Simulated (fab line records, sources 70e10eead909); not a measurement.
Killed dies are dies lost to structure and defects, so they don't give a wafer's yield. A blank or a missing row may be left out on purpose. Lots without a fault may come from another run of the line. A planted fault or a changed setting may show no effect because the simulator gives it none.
Which tool did it? | flow nand_harc | 12 lots, 34 wafers sampled, at 6 steps of a route of 1302

WHAT THE GAUGES READ, wafer by wafer
NHARC_P_CONTACT_INSPECT_14. Usual: raw_defect_count 3.9, standard deviation 2.
lot  | measured     | on                | raw_defect_count | flag
L147 | day 5 23:36  | defect_inspect-02 | 3 1 1            |
L148 | day 6 07:49  | defect_inspect-01 | 3 3 3            |
L149 | day 6 19:55  | defect_inspect-02 | 5 2 2            |
L150 | day 6 23:54  | defect_inspect-01 | 4 2 5            |
L151 | day 7 15:43  | defect_inspect-01 | 6 8 6            |
L153 | day 8 15:50  | defect_inspect-02 | 3 8 5            |
L160 | day 11 09:21 | defect_inspect-01 | 3 5 5            |
L161 | day 11 21:17 | defect_inspect-01 | 2 6 2            |
L164 | day 13 00:37 | defect_inspect-01 | 270 267          | OFF
L165 | day 13 15:40 | defect_inspect-01 | 3 4 5            |
L169 | day 15 00:19 | defect_inspect-01 | 5 2 3            |
L170 | day 15 16:43 | defect_inspect-01 | 3 0 3            |

NHARC_END_SORT_01. Usual: killed_at_array 58, standard deviation 17; killed_at_other 1.0, standard deviation 1.4; killed_at_periphery 3.6, standard deviation 2.4; killed_dies 62, standard deviation 17; killed_open 3.4, standard deviation 2; killed_short 2.2, standard deviation 1.6.
lot  | measured     | on        | killed_at_array | killed_at_other | killed_at_periphery | killed_dies | killed_open | killed_short | flag
L164 | day 32 06:55 | prober-01 | 70              | 0               | 200                 | 270         | 2           | 2            | OFF

WHICH TOOL RAN EACH LOT (tool, then ch and the chambers of the sampled wafers, then the start)
lot  | NHARC_P_CONTACT_DEP_00                     | NHARC_P_CONTACT_CMP_01        | NHARC_P_CONTACT_STRIP_28           | NHARC_P_CONTACT_CVD_23
L147 | pecvd-02 ch 0,1,2, day 5 22:40 or earlier  | cmp-03 ch 1,2,3, day 5 22:40  | rie_diel-02 ch 1,2, day 6 00:37    | cvd_w-02 ch 0,1, no start
L148 | pecvd-04 ch 0,1,2, day 6 06:53 or earlier  | cmp-01 ch 1,3, day 6 06:53    | rie_diel-02 ch 0,2,3, day 6 08:51  | cvd_w-02 ch 0,1, no start
L149 | pecvd-03 ch 0,1, day 6 18:57 or earlier    | cmp-01 ch 0,1,2, day 6 18:57  | rie_diel-10 ch 0,1,3, day 6 21:04  | cvd_w-02 ch 0,1, no start
L150 | pecvd-04 ch 1,2, day 6 23:00 or earlier    | cmp-04 ch 0,1,3, day 6 23:00  | rie_diel-10 ch 0,2, day 7 00:56    | cvd_w-02 ch 0,1, no start
L151 | pecvd-04 ch 0,1, day 7 14:58 or earlier    | cmp-04 ch 1,2,3, day 7 14:58  | rie_diel-02 ch 2,3, day 7 16:44    | cvd_w-02 ch 1, no start
L153 | pecvd-02 ch 0,1, day 8 15:02 or earlier    | cmp-03 ch 1,3, day 8 15:02    | rie_diel-10 ch 0,1, day 8 16:50    | cvd_w-02 ch 0,1, no start
L160 | pecvd-04 ch 0,1,2, day 11 08:27 or earlier | cmp-04 ch 0,1,3, day 11 08:27 | rie_diel-02 ch 2,3, day 11 10:22   | cvd_w-01 ch 0,1, no start
L161 | pecvd-02 ch 0,1, day 11 20:22 or earlier   | cmp-01 ch 0,1,3, day 11 20:22 | rie_diel-02 ch 1,2, day 11 22:17   | cvd_w-01 ch 0,1, no start
L164 | pecvd-04 ch 0, day 12 23:54 or earlier     | cmp-04 ch 2, day 12 23:54     | rie_diel-01 ch 0, day 13 10:37     | cvd_w-01 ch 1, day 32 06:55 or earlier
L165 | pecvd-04 ch 0,1,2, day 13 14:50 or earlier | cmp-03 ch 0,1,2, day 13 14:50 | rie_diel-10 ch 1,2,3, day 13 16:40 | cvd_w-02 ch 0,1, no start
L169 | pecvd-04 ch 0,1, day 14 23:25 or earlier   | cmp-03 ch 0,1,3, day 14 23:25 | rie_diel-01 ch 1,2,3, day 15 01:20 | cvd_w-02 ch 0,1, no start
L170 | pecvd-04 ch 1,2, day 15 15:53 or earlier   | cmp-03 ch 0,2,3, day 15 15:53 | rie_diel-02 ch 0,1,2, day 15 17:44 | cvd_w-01 ch 0,1, no start
- NHARC_P_CONTACT_DEP_00: deposits SiO2, target thk 500 nm.
- NHARC_P_CONTACT_CMP_01: polishes SiO2, target thk 200 nm.
- NHARC_P_CONTACT_STRIP_28: strips in O2.
- NHARC_P_CONTACT_CVD_23: deposits W, target thk 200 nm, time 557 s.

WHAT THE TOOLS THEMSELVES READ (means of the sampled wafers that have a number; where no wafer has one, the mark that the record gives instead)
NHARC_P_CONTACT_DEP_00. Usual: heater_power_w 526 W, standard deviation 100; throttle_valve_pct 15.8 %, standard deviation 0.58.
lot  | tool     | heater_power_w (W) | throttle_valve_pct (%) | flag
L147 | pecvd-02 | 582                | 15.6                   |
L148 | pecvd-04 | 477                | 16.0                   |
L149 | pecvd-03 | 550                | 15.8                   |
L150 | pecvd-04 | 428                | 15.5                   |
L151 | pecvd-04 | 531                | 16.3                   |
L153 | pecvd-02 | 614                | 16.2                   |
L160 | pecvd-04 | 486                | 16.2                   |
L161 | pecvd-02 | 617                | 16.0                   |
L164 | pecvd-04 | 445                | 15.9                   |
L165 | pecvd-04 | 447                | 15.7                   |
L169 | pecvd-04 | 428                | 16.1                   |
L170 | pecvd-04 | 431                | 15.4                   |

NHARC_P_CONTACT_CMP_01. Usual: motor_current_A 11.8 A, standard deviation 1.2; pad_life_wafers 173, standard deviation 94; retaining_ring_pressure_frac 1.000, standard deviation 0.0051.
lot  | tool   | motor_current_A (A) | pad_life_wafers | retaining_ring_pressure_frac | flag
L147 | cmp-03 | 12.2                | 200             | 1.001                        |
L148 | cmp-01 | 13.1                | 146             | 1.004                        |
L149 | cmp-01 | 12.3                | 182             | 0.999                        |
L150 | cmp-04 | 11.0                | 98              | 1.001                        |
L151 | cmp-04 | 10.4                | 165             | 0.999                        |
L153 | cmp-03 | 12.0                | 50              | 1.002                        |
L160 | cmp-04 | 11.1                | 140             | 1.004                        |
L161 | cmp-01 | 12.3                | 254             | 0.998                        |
L164 | cmp-04 | 10.2                | -               | 0.998                        | OFF
L165 | cmp-03 | 12.7                | 151             | 1.000                        |
L169 | cmp-03 | 12.7                | 327             | 0.999                        |
L170 | cmp-03 | 12.3                | 373             | 1.003                        |

NHARC_P_CONTACT_STRIP_28. Usual: drypump_motor_current_A 5.8 A, standard deviation 0.32; oes_product_au 0.999 a.u., standard deviation 0.01; rf_vpp_V 57.7 V, standard deviation 0.91; showerhead_plenum_p_Torr 3.49 Torr, standard deviation 0.13; throttle_valve_pct 17.036 %, standard deviation 0.0083.
lot  | tool        | drypump_motor_current_A (A) | oes_product_au (a.u.) | rf_vpp_V (V) | showerhead_plenum_p_Torr (Torr) | throttle_valve_pct (%) | flag
L147 | rie_diel-02 | 5.8                         | 1.005                 | 58.2         | 3.57                            | 17.034                 |
L148 | rie_diel-02 | 5.8                         | 0.995                 | 57.8         | 3.61                            | 17.050                 |
L149 | rie_diel-10 | 6.0                         | 0.989                 | 58.4         | 3.49                            | 17.036                 |
L150 | rie_diel-10 | 5.9                         | 1.012                 | 58.1         | 3.56                            | 17.043                 |
L151 | rie_diel-02 | 5.7                         | 0.994                 | 57.9         | 3.61                            | 17.033                 |
L153 | rie_diel-10 | 6.1                         | 0.991                 | 57.8         | 3.60                            | 17.029                 |
L160 | rie_diel-02 | 5.5                         | 0.982                 | 57.5         | 3.57                            | 17.036                 |
L161 | rie_diel-02 | 5.8                         | 0.987                 | 57.6         | 3.56                            | 17.037                 |
L164 | rie_diel-01 | 5.9                         | 1.000                 | 56.3         | 3.35                            | 17.024                 |
L165 | rie_diel-10 | 6.0                         | 1.006                 | 57.5         | 3.38                            | 17.029                 |
L169 | rie_diel-01 | 5.7                         | 0.998                 | 57.2         | 3.43                            | 17.025                 |
L170 | rie_diel-02 | 6.0                         | 0.996                 | 57.9         | 3.56                            | 17.032                 |

NHARC_P_CONTACT_CVD_23. Usual: heater_power_w 480 W, standard deviation 14; throttle_valve_pct 8.29 %, standard deviation 0.18.
lot  | tool     | heater_power_w (W) | throttle_valve_pct (%) | flag
L147 | cvd_w-02 | 467                | 8.30                   |
L148 | cvd_w-02 | 472                | 8.30                   |
L149 | cvd_w-02 | 478                | 8.41                   |
L150 | cvd_w-02 | 474                | 8.25                   |
L151 | cvd_w-02 | 476                | 8.42                   |
L153 | cvd_w-02 | 477                | 8.41                   |
L160 | cvd_w-01 | 482                | 8.15                   |
L161 | cvd_w-01 | 482                | 8.20                   |
L164 | cvd_w-01 | 453                | 8.21                   |
L165 | cvd_w-02 | 501                | 8.28                   |
L169 | cvd_w-02 | 496                | 8.29                   |
L170 | cvd_w-01 | 474                | 8.25                   |

THE ANSWER, worked out from the rows above alone
Rule: a lot is off if the mean of its wafers that have a number lies more than 3 standard deviations from the usual mean. A lot without any number at a reading at which 4 lots or more have one is off too. The other lots that the step has rows for count as sound. The gauges are gone through in route order, then the tools' own readings, and for those a lot's mean is taken as printed above. The first step at which some lot is off is used, and at that step the reading that is off furthest; a lot without a number counts as furthest.
Off: L164, at NHARC_P_CONTACT_INSPECT_14 (raw_defect_count).
A tool fits if, at a process step before that reading, it ran every lot that is off, and no sound lot after the first of them. The gauges at NHARC_P_CONTACT_INSPECT_14 aren't tried: what is off there is off at NHARC_END_SORT_01 too, on other tools, and a gauge's error can't cause that. NHARC_P_CONTACT_DEP_00 gives no start for some lots, so the hours and the order of its lots are those of NHARC_P_CONTACT_CMP_01. One fits: cmp-04 at NHARC_P_CONTACT_CMP_01. Its last sound lot is L160 (day 11 08:27), its first lot that is off L164 (day 12 23:54): a fault that began between those two fits.
Blank at NHARC_P_CONTACT_CMP_01 on the lots that are off, where sound lots have numbers: pad_life_wafers.

WHAT THE SIMULATOR HAD PUT IN
Chamber particle source: cmp-04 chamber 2, from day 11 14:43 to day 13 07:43, at NHARC_P_CONTACT_CMP_01. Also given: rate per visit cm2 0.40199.
Lots struck among those shown: L164. The rule above found the same.
